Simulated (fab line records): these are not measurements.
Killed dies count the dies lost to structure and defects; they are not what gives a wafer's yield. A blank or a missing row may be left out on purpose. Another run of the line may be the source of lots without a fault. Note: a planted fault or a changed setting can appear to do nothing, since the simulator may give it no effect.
Which tool did it? ; flow n5 finfet ; 11 lots, 27 wafers sampled, at 5 steps of a route of 1938

== WHAT EACH GAUGE READ, for each wafer ==
N5_BEOL_M4_RC_MEAS_101. Usual: DIBL_N 36.6 mV/V, standard deviation 2.3; DIBL_P 36.3 mV/V, standard deviation 2.8; IOFF_N 0.17 nA/um, standard deviation 0.047; IOFF_P 0.22 nA/um, standard deviation 0.048; ION_N 676 uA/um, standard deviation 14; ION_P 463 uA/um, standard deviation 9.4; SS_N 71.6 mV/dec, standard deviation 0.84; SS_P 73.4 mV/dec, standard deviation 0.85; VT_N 249 mV, standard deviation 3.7; VT_P -249 mV, standard deviation 3.6.
lot;measured;on;DIBL_N (mV/V);DIBL_P (mV/V);IOFF_N (nA/um);IOFF_P (nA/um);ION_N (uA/um);ION_P (uA/um);SS_N (mV/dec);SS_P (mV/dec);VT_N (mV);VT_P (mV);flag
L342;day 7 23:09;prober-02;35.1 34.6 37.2;32.6 33.7 37.4;0.15 0.13 0.18;0.18 0.18 0.24;667 679 674;461 470 467;72.0 70.9 71.3;73.0 71.8 73.8;249 253 248;-249 -249 -248;
L343;day 8 11:25;prober-01;36.9 35.2;36.2 33.8;0.16 0.14;0.22 0.19;660 671;461 462;71.9 71.6;73.2 72.3;249 254;-249 -254;
L347;day 9 04:26;prober-02;36.7 36.6 37.7;35.6 36.1 37.9;0.17 0.17 0.21;0.20 0.21 0.23;669 667 677;450 458 460;71.4 71.7 72.2;73.6 72.8 74.1;249 250 247;-253 -249 -251;
L348;day 9 12:21;prober-02;34.6 39.8 39.2;32.4 40.0 39.3;0.12 0.20 0.18;0.14 0.24 0.23;672 696 694;458 465 469;71.3 72.4 72.4;72.5 74.5 74.1;255 250 248;-256 -250 -251;
L349;day 9 14:20;prober-01;34.9 33.2;34.5 32.8;0.15 0.12;0.22 0.19;683 672;473 470;70.9 70.8;72.8 72.7;246 253;-246 -249;
L350;day 9 22:33;prober-02;39.4 40.5;39.4 39.7;0.21 0.26;0.22 0.24;690 688;463 460;72.2 72.3;74.4 74.2;246 244;-253 -250;
L351;day 10 04:59;prober-01;38.0 36.7;39.6 37.7;0.23 0.19;0.33 0.27;697 677;481 471;71.9 72.0;74.5 74.3;246 249;-240 -242;
L353;day 10 12:43;prober-02;36.1 36.9 37.1;35.7 35.5 34.7;0.15 0.17 0.17;0.18 0.18 0.16;656 689 647;448 466 437;71.1 71.6 73.2;72.7 73.2 72.6;253 248 253;-253 -249 -255;
L359;day 12 01:37;prober-02;39.0 37.3;40.8 36.9;0.24 0.20;0.32 0.24;689 683;475 471;72.3 72.7;74.6 74.1;241 247;-241 -248;
L362;day 13 06:52;prober-02;36.3 35.3;35.6 35.1;0.18 0.15;0.20 0.19;687 659;461 446;71.3 71.2;73.9 72.9;247 247;-252 -252;
L363;day 13 03:17;prober-02;36.4 34.7 36.7;35.4 33.0 35.2;0.16 0.13 0.16;0.19 0.17 0.20;668 688 681;458 471 469;71.6 71.2 71.7;72.9 72.6 73.6;250 250 252;-252 -251 -248;

== TOOL THAT RAN EACH LOT (tool first, then ch and the chambers of the sampled wafers, then the start) ==
lot;N5_BEOL_M1_ETCH_41;N5_BEOL_M1_CVD_47;N5_BEOL_M1_SPUTTER_79;N5_BEOL_M1_SPUTTER_81
L342;rie diel-06 ch 0,1,2, day 6 12:57 or earlier;cvd co-02 ch 0,2, day 6 12:57;pvd sputter-01, day 6 13:24;pvd sputter-01, day 6 13:37
L343;rie diel-06 ch 0,2, day 6 13:17 or earlier;cvd co-01 ch 0,1, day 6 13:17;pvd sputter-03, day 6 14:58;pvd sputter-03, day 6 15:11
L347;rie diel-04 ch 0,1,2, day 7 14:36 or earlier;cvd co-01 ch 1,2, day 7 14:36;pvd sputter-02, day 7 14:59;pvd sputter-02, day 7 15:12
L348;rie diel-04 ch 1,2, day 7 20:09 or earlier;cvd co-01 ch 0,1,2, day 7 20:09;pvd sputter-03, day 7 22:01;pvd sputter-03, day 7 22:14
L349;rie diel-06 ch 0,2, day 8 00:49 or earlier;cvd co-02 ch 1,2, day 8 00:49;pvd sputter-02, day 8 01:08;pvd sputter-02, day 8 01:22
L350;rie diel-04 ch 1,2, day 8 08:40 or earlier;cvd co-02 ch 0,2, day 8 08:40;pvd sputter-03, day 8 09:47;pvd sputter-03, day 8 10:00
L351;rie diel-04 ch 1,3, day 8 17:11 or earlier;cvd co-01 ch 0,1, day 8 17:11;pvd sputter-01, day 8 17:33;pvd sputter-01, day 8 17:46
L353;rie diel-05 ch 0,2,3, day 8 21:23 or earlier;cvd co-02 ch 0,1,2, day 8 21:23;pvd sputter-01, day 8 22:28;pvd sputter-01, day 8 22:41
L359;rie diel-04 ch 1,3, day 10 16:05 or earlier;cvd co-01 ch 0,2, day 10 16:05;pvd sputter-01, day 10 16:28;pvd sputter-01, day 10 16:41
L362;rie diel-06 ch 0,3, day 11 09:41 or earlier;cvd co-01 ch 1,2, day 11 09:41;pvd sputter-03, day 11 10:04;pvd sputter-03, day 11 10:17
L363;rie diel-05 ch 0,2, day 11 18:05 or earlier;cvd co-01 ch 0,1, day 11 18:05;pvd sputter-01, day 11 18:28;pvd sputter-01, day 11 18:41
- N5_BEOL_M1_ETCH_41: etches SiCN in CH3F/O2, target depth 31.9 nm, time 57.8 s.
- N5_BEOL_M1_CVD_47: deposits Co from CCTBA/H2, target thk 3 nm, time 223.8 s.
- N5_BEOL_M1_SPUTTER_79: material Cu, target thk 4.5 nm, time 8.29 s.
- N5_BEOL_M1_SPUTTER_81: material Cu, target thk 4.5 nm, time 8.29 s.

== WHAT THE TOOLS THEMSELVES READ (means of the sampled wafers that have a number; where no wafer has one, the mark that the record gives instead) ==
N5_BEOL_M1_ETCH_41. Usual: drypump motor current A 5.5 A, standard deviation 0.41; oes product au 0.80 a.u., standard deviation 0.086; rf vpp V 297.4 V, standard deviation 1.5; showerhead plenum p Torr 2.00 Torr, standard deviation 0.06; throttle valve pct 16.38 %, standard deviation 0.25.
lot;tool;drypump motor current A (A);oes product au (a.u.);rf vpp V (V);showerhead plenum p Torr (Torr);throttle valve pct (%);flag
L342;rie diel-06;5.6;0.80;297.4;2.01;16.43;
L343;rie diel-06;5.3;0.73;296.2;1.96;16.64;
L347;rie diel-04;5.4;0.86;296.7;2.00;16.42;
L348;rie diel-04;5.3;0.77;298.3;2.01;16.54;
L349;rie diel-06;5.3;0.74;296.3;1.96;16.65;
L350;rie diel-04;5.3;0.80;298.1;2.02;16.47;
L351;rie diel-04;5.1;0.85;296.4;1.98;16.33;
L353;rie diel-05;5.5;0.76;297.8;2.01;16.41;
L359;rie diel-04;5.1;0.82;297.4;1.98;16.34;
L362;rie diel-06;4.9;0.76;295.8;1.96;16.37;
L363;rie diel-05;5.3;0.77;296.8;1.94;16.41;

N5_BEOL_M1_CVD_47. Usual: run length s at 246.7 s, with a standard deviation of 0.6.
lot;tool;run length s (s);flag
L342;cvd co-02;247.1;
L343;cvd co-01;247.3;
L347;cvd co-01;246.4;
L348;cvd co-01;246.8;
L349;cvd co-02;246.4;
L350;cvd co-02;247.1;
L351;cvd co-01;247.1;
L353;cvd co-02;246.5;
L359;cvd co-01;214.8;OFF
L362;cvd co-01;183.3;OFF
L363;cvd co-01;226.2;OFF

N5_BEOL_M1_SPUTTER_79. Usual: chuck gas flow sccm 1.26 sccm, standard deviation 0.053; throttle valve pct 30.0 %, standard deviation 0.93.
lot;tool;chuck gas flow sccm (sccm);throttle valve pct (%);flag
L342;pvd sputter-01;1.26;29.4;
L343;pvd sputter-03;1.25;30.2;
L347;pvd sputter-02;1.22;30.7;
L348;pvd sputter-03;1.32;31.1;
L349;pvd sputter-02;1.27;30.9;
L350;pvd sputter-03;1.15;30.9;
L351;pvd sputter-01;1.24;28.6;
L353;pvd sputter-01;1.25;29.6;
L359;pvd sputter-01;1.21;29.7;
L362;pvd sputter-03;1.28;31.0;
L363;pvd sputter-01;1.31;29.6;

N5_BEOL_M1_SPUTTER_81. Usual: chuck gas flow sccm 1.26 sccm, standard deviation 0.052; throttle valve pct 30.0 %, standard deviation 0.95.
lot;tool;chuck gas flow sccm (sccm);throttle valve pct (%);flag
L342;pvd sputter-01;1.26;29.4;
L343;pvd sputter-03;1.19;30.1;
L347;pvd sputter-02;1.23;30.7;
L348;pvd sputter-03;1.22;31.2;
L349;pvd sputter-02;1.23;30.7;
L350;pvd sputter-03;1.27;30.9;
L351;pvd sputter-01;1.25;28.5;
L353;pvd sputter-01;1.28;29.6;
L359;pvd sputter-01;1.18;29.9;
L362;pvd sputter-03;1.22;31.0;
L363;pvd sputter-01;1.27;29.5;

== THE ANSWER, worked out from the rows above alone ==
Rule: lot off if the mean of its wafers having a number is beyond 3 standard deviations from the usual mean. Also off: a lot with no number at a reading for which 4 or more lots have one. All remaining lots with rows at the step are treated as sound. The gauges are gone through in route order, then the tools' own readings, and for those a lot's mean is taken as printed above. At the first step where some lot is off, the reading lying furthest off is the one used; lots without a number count as furthest.
Off, at N5_BEOL_M1_CVD_47 on run length s: L359, L362, L363.
A tool fits if, at that step or a process step before it, it ran every lot that is off, and no sound lot after the first of them. N5_BEOL_M1_ETCH_41: start missing for some lots; hours and lot order therefore follow N5_BEOL_M1_CVD_47. One fits: N5_BEOL_M1_CVD_47 on cvd co-01. A fault onset in the window from L351 (day 8 17:11, its last sound lot) to L359 (day 10 16:05, its first lot off) fits.
The tool's own readings at N5_BEOL_M1_CVD_47 bear it out: on the lots that are off they differ by more than 5 times the standard deviation of the sound lots' means. run length s reads 208.1 s there against 246.8 s on the sound lots.

== WHAT WAS PUT IN BY THE SIMULATOR ==
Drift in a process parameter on cvd co-01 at N5_BEOL_M1_CVD_47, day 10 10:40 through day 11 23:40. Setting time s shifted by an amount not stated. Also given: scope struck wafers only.
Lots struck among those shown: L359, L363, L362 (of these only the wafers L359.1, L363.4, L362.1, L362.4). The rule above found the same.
